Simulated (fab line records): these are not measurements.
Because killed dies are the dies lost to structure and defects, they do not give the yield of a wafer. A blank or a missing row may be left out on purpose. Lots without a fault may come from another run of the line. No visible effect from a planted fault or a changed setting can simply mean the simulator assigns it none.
Which tool is to blame? + flow nandHarc + Sampling: 11 lots, 33 wafers, 5 of 1159 route steps

## WHAT EACH GAUGE READ, for each wafer
NHARC_END_SORT_01. Usual: defectLimitedYield 95.8 %, standard deviation 1.3; killedAtArray 24, standard deviation 8.7; killedAtOther 0.8, standard deviation 1.2; killedAtPeriphery 3.6, standard deviation 2.3; killedDies 28, standard deviation 8.9; killedOpen 3.2, standard deviation 1.9; killedShort 2.0, standard deviation 1.6; sort_bin_2_pct 1.3 %, standard deviation 0.57; sort_bin_3_pct 0.22 %, standard deviation 0.19; sort_bin_4_pct 2.7 %, standard deviation 0.89; sortNPass 649, standard deviation 8.9; sortRimYieldPct 95 %, standard deviation 3.1; sortYieldPct 95.8 %, standard deviation 1.3.
| lot  | measured     | on        | defectLimitedYield (%) | killedAtArray | killedAtOther | killedAtPeriphery | killedDies | killedOpen | killedShort | sort_bin_2_pct (%) | sort_bin_3_pct (%) | sort_bin_4_pct (%) | sortNPass   | sortRimYieldPct (%) | sortYieldPct (%) | flag |
|------|--------------|-----------|------------------------|---------------|---------------|-------------------|------------|------------|-------------|--------------------|--------------------|--------------------|-------------|---------------------|------------------|------|
| L694 | day 20 09:25 | prober-01 | 98.2 97.8 97.3         | 12 14 18      | 0 0 0         | 0 1 0             | 12 15 18   | 1 3 2      | 0 2 0       | 0.3 1.6 0.6        | 0.15 0 0.30        | 1.3 0.6 1.8        | 665 662 659 | 97 95 97            | 98.2 97.8 97.3   |      |
| L709 | day 24 09:53 | prober-02 | 93.6 95.6 96.0         | 37 21 23      | 0 0 0         | 6 9 4             | 43 30 27   | 0 3 1      | 3 1 2       | 0.7 1.8 1.3        | 0.74 0 0.15        | 4.9 2.7 2.5        | 634 647 650 | 95 94 92            | 93.6 95.6 96.0   |      |
| L715 | day 25 01:21 | prober-01 | 97.0 97.2 95.9         | 18 18 26      | 2 0 0         | 0 1 2             | 20 19 28   | 2 0 3      | 0 1 7       | 0.9 0.7 1.3        | 0 0.15 0.15        | 2.1 1.9 2.7        | 657 658 649 | 99 96 97            | 97.0 97.2 95.9   |      |

## WHAT TOOL EACH LOT RAN ON (gives the tool, then ch and the chambers of the sampled wafers, and finally the start)
| lot  | NHARC_A_BONDPAD_ETCH_24                      | NHARC_THIN_TSV_PVD_19                  | NHARC_THIN_TSV_ANNEAL_52        | NHARC_THIN_TSV_ETCH_59           |
|------|----------------------------------------------|----------------------------------------|---------------------------------|----------------------------------|
| L693 | rieDiel-05 ch 0,1,2, day 19 14:00 or earlier | pvdSputter-02, day 19 14:00 or earlier | rtpAnneal-01 ch 0, day 19 14:00 | rieMetal-01 ch 0,1, day 19 16:06 |
| L694 | rieDiel-05 ch 1,3, day 19 10:40 or earlier   | pvdSputter-01, day 19 10:40 or earlier | rtpAnneal-01 ch 0, day 19 10:40 | rieMetal-03 ch 0,1, day 19 12:53 |
| L696 | rieDiel-03 ch 0,1,3, day 19 16:34 or earlier | pvdSputter-01, day 19 16:34 or earlier | rtpAnneal-01 ch 0, day 19 16:34 | rieMetal-03 ch 1, day 19 18:50   |
| L700 | rieDiel-03 ch 0,1,3, day 20 03:00 or earlier | pvdSputter-03, day 20 03:00 or earlier | rtpAnneal-01 ch 0, day 20 03:00 | rieMetal-02 ch 0,1, day 20 05:11 |
| L703 | rieDiel-05 ch 2,3, day 21 06:50 or earlier   | pvdSputter-01, day 21 06:50 or earlier | rtpAnneal-02 ch 0, day 21 06:50 | rieMetal-01 ch 0,1, day 21 09:05 |
| L699 | rieDiel-05 ch 1,2, day 20 15:09              | pvdSputter-01, day 21 09:52 or earlier | rtpAnneal-01 ch 0, day 21 09:52 | rieMetal-03 ch 0,1, day 21 12:08 |
| L706 | rieDiel-05 ch 0,1, day 22 10:07              | pvdSputter-03, day 23 08:23 or earlier | rtpAnneal-02 ch 0, day 23 08:23 | rieMetal-03 ch 0,1, day 23 10:28 |
| L709 | rieDiel-05 ch 0,3, day 23 00:34              | pvdSputter-01, day 23 21:11 or earlier | rtpAnneal-02 ch 0, day 23 21:11 | rieMetal-02 ch 0,1, day 23 23:25 |
| L715 | rieDiel-05 ch 2,3, day 23 09:44              | pvdSputter-03, day 24 05:04 or earlier | rtpAnneal-02 ch 0, day 24 05:04 | rieMetal-01 ch 0,1, day 24 07:21 |
| L712 | rieDiel-05 ch 0,1,3, day 24 07:44 or earlier | pvdSputter-02, day 24 07:44 or earlier | rtpAnneal-02 ch 0, day 24 07:44 | rieMetal-03 ch 0,1, day 24 09:59 |
| L716 | rieDiel-06 ch 0,1,2, day 24 18:47 or earlier | pvdSputter-02, day 24 18:47 or earlier | rtpAnneal-02 ch 0, day 24 18:47 | rieMetal-01 ch 0,1, day 24 20:53 |
- NHARC_A_BONDPAD_ETCH_24: etches the open film in CF4/N2, target depth 30 nm, time 72.99 s.
- NHARC_THIN_TSV_PVD_19: deposits TaN, target thk 20 nm.
- NHARC_THIN_TSV_ANNEAL_52: time 90 s.
- NHARC_THIN_TSV_ETCH_59: etches the open film in Cl2/BCl3, target depth 880 nm, time 138.1 s.

## AS READ BY THE TOOLS THEMSELVES (means over the sampled wafers that have a number; for cases with no such wafer, the mark the record gives instead)
NHARC_A_BONDPAD_ETCH_24. Usual: drypumpMotorCurrentA is 6.0 A with standard deviation 0.36, n2FlowSccm is 100.0 sccm with standard deviation 0.31, oesProductAu is 1.003 a.u. with standard deviation 0.011, rfVppV is 314.0 V with standard deviation 2.4, runLengthS is 94.4 s with standard deviation 0.47, showerheadPlenumPTorr is 2.62 Torr with standard deviation 0.13, and throttleValvePct is 19.794 % with standard deviation 0.0091.
| lot  | tool       | drypumpMotorCurrentA (A) | n2FlowSccm (sccm) | oesProductAu (a.u.) | rfVppV (V) | runLengthS (s) | showerheadPlenumPTorr (Torr) | throttleValvePct (%) | flag |
|------|------------|--------------------------|-------------------|---------------------|------------|----------------|------------------------------|----------------------|------|
| L693 | rieDiel-05 | 5.9                      | 99.7              | 1.003               | 313.2      | 94.4           | 2.55                         | 19.791               |      |
| L694 | rieDiel-05 | 6.3                      | 99.9              | 1.004               | 315.7      | 94.7           | 2.71                         | 19.796               |      |
| L696 | rieDiel-03 | 6.2                      | 100.1             | 0.993               | 312.6      | 94.7           | 2.59                         | 19.802               |      |
| L700 | rieDiel-03 | 6.2                      | 100.2             | 0.997               | 313.6      | 94.4           | 2.59                         | 19.796               |      |
| L703 | rieDiel-05 | 6.3                      | 99.7              | 1.016               | 312.9      | 94.7           | 2.58                         | 19.801               |      |
| L699 | rieDiel-05 | 6.1                      | 99.9              | 1.002               | 313.9      | 94.8           | 2.61                         | 19.795               |      |
| L706 | rieDiel-05 | 5.7                      | 100.0             | 0.998               | 312.9      | 94.0           | 2.54                         | 19.792               |      |
| L709 | rieDiel-05 | 6.3                      | 99.8              | 1.010               | 315.6      | 94.4           | 2.67                         | 19.804               |      |
| L715 | rieDiel-05 | 6.5                      | 100.0             | 1.008               | 314.1      | 94.7           | 2.67                         | 19.790               |      |
| L712 | rieDiel-05 | 6.1                      | 100.2             | 1.008               | 314.9      | 94.2           | 2.64                         | 19.798               |      |
| L716 | rieDiel-06 | 5.6                      | 100.0             | 1.009               | 314.4      | 94.3           | 2.62                         | 19.794               |      |

NHARC_THIN_TSV_PVD_19. Usual: throttleValvePct at 30.1 %, with a standard deviation of 0.8.
| lot  | tool          | throttleValvePct (%) | flag |
|------|---------------|----------------------|------|
| L693 | pvdSputter-02 | 29.8                 |      |
| L694 | pvdSputter-01 | 30.3                 |      |
| L696 | pvdSputter-01 | 30.2                 |      |
| L700 | pvdSputter-03 | 30.8                 |      |
| L703 | pvdSputter-01 | 29.9                 |      |
| L699 | pvdSputter-01 | 30.0                 |      |
| L706 | pvdSputter-03 | 30.3                 |      |
| L709 | pvdSputter-01 | 30.0                 |      |
| L715 | pvdSputter-03 | 30.4                 |      |
| L712 | pvdSputter-02 | 28.9                 |      |
| L716 | pvdSputter-02 | 28.8                 |      |

NHARC_THIN_TSV_ANNEAL_52. Usual: wafer_temp_C_max at 225.70, with a standard deviation of 0.26.
| lot  | tool         | wafer_temp_C_max | flag |
|------|--------------|------------------|------|
| L693 | rtpAnneal-01 | 226.05           |      |
| L694 | rtpAnneal-01 | 225.76           |      |
| L696 | rtpAnneal-01 | 225.87           |      |
| L700 | rtpAnneal-01 | 225.85           |      |
| L703 | rtpAnneal-02 | 225.46           |      |
| L699 | rtpAnneal-01 | 225.87           |      |
| L706 | rtpAnneal-02 | 225.80           |      |
| L709 | rtpAnneal-02 | 225.77           |      |
| L715 | rtpAnneal-02 | 225.62           |      |
| L712 | rtpAnneal-02 | 225.73           |      |
| L716 | rtpAnneal-02 | 225.48           |      |

NHARC_THIN_TSV_ETCH_59. Usual: drypumpMotorCurrentA 5.6 A, standard deviation 0.32; oesProductAu 1.000 a.u., standard deviation 0.01; runLengthS 159.5 s, standard deviation 0.46; throttleValvePct 22.265 %, standard deviation 0.0094.
| lot  | tool        | drypumpMotorCurrentA (A) | oesProductAu (a.u.) | runLengthS (s) | throttleValvePct (%) | flag |
|------|-------------|--------------------------|---------------------|----------------|----------------------|------|
| L693 | rieMetal-01 | 5.3                      | 1.000               | 159.8          | 22.261               |      |
| L694 | rieMetal-03 | 5.6                      | 0.992               | 159.6          | 22.268               |      |
| L696 | rieMetal-03 | 5.8                      | 0.999               | 160.0          | 22.266               |      |
| L700 | rieMetal-02 | 5.9                      | 1.004               | 159.3          | 22.265               |      |
| L703 | rieMetal-01 | 5.4                      | 1.000               | 159.7          | 22.269               |      |
| L699 | rieMetal-03 | 5.6                      | 0.999               | 159.7          | 22.272               |      |
| L706 | rieMetal-03 | 5.6                      | 1.007               | 159.7          | 22.266               |      |
| L709 | rieMetal-02 | 5.9                      | 1.014               | 159.0          | 22.267               |      |
| L715 | rieMetal-01 | 5.3                      | 0.990               | 159.9          | 22.264               |      |
| L712 | rieMetal-03 | 5.5                      | 1.003               | 169.9          | 22.257               | OFF  |
| L716 | rieMetal-01 | 5.3                      | 0.989               | 159.8          | 22.260               |      |

## THE ANSWER, worked out from the rows above alone
Rule: lot off if the mean of its wafers having a number is beyond 3 standard deviations from the usual mean. Also off: a lot with no number at a reading for which 4 or more lots have one. All remaining lots with rows at the step are treated as sound. The gauges are gone through in route order, then the tools' own readings, and for those a lot's mean is taken as printed above. The first step at which some lot is off is used, and at that step the reading that is off furthest; a lot without a number counts as furthest.
Off, at NHARC_THIN_TSV_ETCH_59 on runLengthS: L712.
If a tool, at that step or one of the process steps before it, ran each lot that is off and ran no sound lot following the first of them, it fits. With no start given for some of its lots, NHARC_A_BONDPAD_ETCH_24 uses the hours and lot order of NHARC_THIN_TSV_ANNEAL_52. With no start given for some of its lots, NHARC_THIN_TSV_PVD_19 uses the hours and lot order of NHARC_THIN_TSV_ANNEAL_52. Undecided on this evidence; 2 tools fit (rieDiel-05 at NHARC_A_BONDPAD_ETCH_24, rieMetal-03 at NHARC_THIN_TSV_ETCH_59).

## WHAT THE SIMULATOR HAD PUT IN
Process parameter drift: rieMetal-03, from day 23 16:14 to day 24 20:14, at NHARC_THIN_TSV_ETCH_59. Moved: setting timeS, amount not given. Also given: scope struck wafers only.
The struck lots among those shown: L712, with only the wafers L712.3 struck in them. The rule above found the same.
